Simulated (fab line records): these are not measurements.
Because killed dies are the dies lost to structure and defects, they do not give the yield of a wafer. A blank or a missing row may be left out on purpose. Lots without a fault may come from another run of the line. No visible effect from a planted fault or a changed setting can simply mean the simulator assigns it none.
Split-lot study | flow n5_finfet | on a route of 1938 steps: 7 lots, 21 wafers read

## THE SPLIT
At N5_BEOL_M1_PECVD_72 (deposits SiO2 from TEOS/O2, target thk 16 nm, time 18 s), the setting temp_c was moved away from the recipe's 400 C on 10 of the 21 wafers read, by -3.9% to +3.8%. The other wafers ran this setting at the recipe's value.

## FROM THE SPLIT TO THE READING: what the file shows between them, 10 steps
- N5_BEOL_M1_COAT_61: time 60 s, resist thk 60 nm (also split here: spin_rpm)
- N5_BEOL_M1_COAT_62: time 60 s, resist thk 12 nm
- N5_BEOL_M1_COAT_73: time 60 s, resist thk 5 nm
- N5_BEOL_M1_ETCH_74: etches underlayer in N2/H2, target depth 6.5 nm, time 5.2 s
- N5_BEOL_M1_ETCH_63: etches SiARC in CF4, target depth 15.6 nm, time 26 s
- N5_BEOL_M1_ETCH_64: etches SOC in N2/H2, target depth 75 nm, overetch 15 nm, time 112.5 s
- N5_BEOL_M1_TRENCH_ETCH_37: etches SiOC in C4F6/O2, target depth 55.207 nm, time 29 s (also split here: time_s)
- N5_BEOL_M1_ETCH_41: etches SiCN in CH3F/O2, target depth 31.9 nm, time 57.8 s
- N5_BEOL_M1_STRIP_97: strips in N2/H2, time 10 s
- N5_BEOL_M1_OCD_MEAS_38

## THE READING
SiO2_of_BEOL_M1_PECVD_72.thk_nm (the simulator's own value, which no gauge read), in nm, at N5_BEOL_M1_HM_STRIP_39 (strips TiN in peroxide tin strip, target depth 25 nm, time 158 s). The file does not state a usual value for it. Average 15.7 nm, standard deviation 0.18 nm, over the 11 wafers here run with the recipe.

wafer  | tool, chamber at the split | temp_c as run, C | against the recipe | SiO2_of_BEOL_M1_PECVD_72.thk_nm, nm | against lot-mates on the recipe
L074.2 | pecvd-04, 0                | 385              | -3.7%              | 17.2                                | +1.4
L074.4 | pecvd-04, 2                | 385              | -3.7%              | 17                                  | +1.2
L074.6 | pecvd-04, 1                | 400              | recipe             | 15.8                                | -
L078.1 | pecvd-02, 1                | 384.3            | -3.9%              | 16.8                                | no lot-mate on the recipe
L078.2 | pecvd-02, 2                | 384.3            | -3.9%              | 17.2                                | no lot-mate on the recipe
L078.3 | pecvd-02, 0                | 384.3            | -3.9%              | 17                                  | no lot-mate on the recipe
L080.2 | pecvd-01, 1,2              | 410              | +2.5%              | 14.8                                | -1.0
L080.3 | pecvd-01, 1,2              | 410              | +2.5%              | 14.8                                | -1.0
L080.6 | pecvd-01, 1                | 400              | recipe             | 15.8                                | -
L089.1 | pecvd-02, 0                | 415              | +3.8%              | 14                                  | -1.7
L089.4 | pecvd-02, 0,1              | 400              | recipe             | 15.8                                | -
L089.6 | pecvd-02, 0,1              | 400              | recipe             | 15.6                                | -
L093.3 | pecvd-02, 2                | 400              | recipe             | 16                                  | -
L093.4 | pecvd-02, 1                | 400              | recipe             | 15.6                                | -
L093.6 | pecvd-02, 1                | 400              | recipe             | 15.4                                | -
L094.1 | pecvd-01, 0                | 400              | recipe             | 15.8                                | -
L094.3 | pecvd-01, 1                | 412.4            | +3.1%              | 14.2                                | -1.6
L094.4 | pecvd-01, 1                | 412.4            | +3.1%              | 14.4                                | -1.4
L095.1 | pecvd-01, 2,1              | 400              | recipe             | 15.4                                | -
L095.4 | pecvd-01, 2,1              | 400              | recipe             | 15.6                                | -
L095.5 | pecvd-01, 2                | 400              | recipe             | 15.8                                | -
Where a row lists several chambers, the file gives one row for several wafers and doesn't say which wafer went through which chamber.

THE FIT
A straight line over all 21 wafers: SiO2_of_BEOL_M1_PECVD_72.thk_nm changes by -0.38 nm for each +1% of temp_c; r = -0.98; the points scatter about the line by 0.19 nm.
The same after taking each lot's own level away (the mean of its wafers on the recipe; 18 wafers): -0.406 nm for each +1%; r = -0.98; scatter 0.18 nm.
According to that fit, moving temp_c by its largest amount changes the reading by 1.6 nm.
The span of the lots' own levels, 15.60 to 15.80 nm, comes to 1.1 times the standard deviation stated above.
The two slopes agree, so the slope changes little with the lot-to-lot level.
Check: with one of the wafers moved furthest among these (+3.8%) left out of the fit, the line predicts -1.55 nm for it against its lot-mates. Against them it came out at -1.7 nm.

## THESE WAFERS: OTHER SPLITS
These wafers also went through other splits before the reading. Each is held against what the fit with the lots' levels taken away leaves over:
other split on the same wafers          | wafers away from the commonest value | r with SiO2_of_BEOL_M1_PECVD_72.thk_nm (lot level and that fit taken away)
N5_MOL_CONTACT_COAG_EXPOSE_81 dose_mj   | 5                                    | +0.21
N5_MOL_CONTACT_COAG_ALD_133 ald_cycles  | 10                                   | -0.04
N5_MOL_CONTACT_COAG_VIA_ETCH_117 bias_w | 10                                   | +0.26
N5_BEOL_M1_COAT_61 spin_rpm             | 7                                    | -0.24
N5_BEOL_M1_TRENCH_ETCH_37 time_s        | 12                                   | +0.00

## THE WHOLE CHAIN: every reading that the file lists as answering this split, in the file's order
step                   | what it does                                                     | reading                                                                          | change (the file's fit)               | r (the file's)
N5_BEOL_M1_PECVD_72    | deposits SiO2 from TEOS/O2, target thk 16 nm, time 18 s          | SiO2_of_BEOL_M1_PECVD_72.thk_nm (the simulator's own value, which no gauge read) | -0.438 nm for each +1% of the setting | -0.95
N5_BEOL_M1_HM_STRIP_39 | strips TiN in peroxide tin strip, target depth 25 nm, time 158 s | SiO2_of_BEOL_M1_PECVD_72.thk_nm (the simulator's own value, which no gauge read) | -0.418 nm for each +1% of the setting | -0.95

## THE FILE'S OWN FIT
SiO2_of_BEOL_M1_PECVD_72.thk_nm changes by -0.418 nm for each +1% of temp_c, r = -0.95.
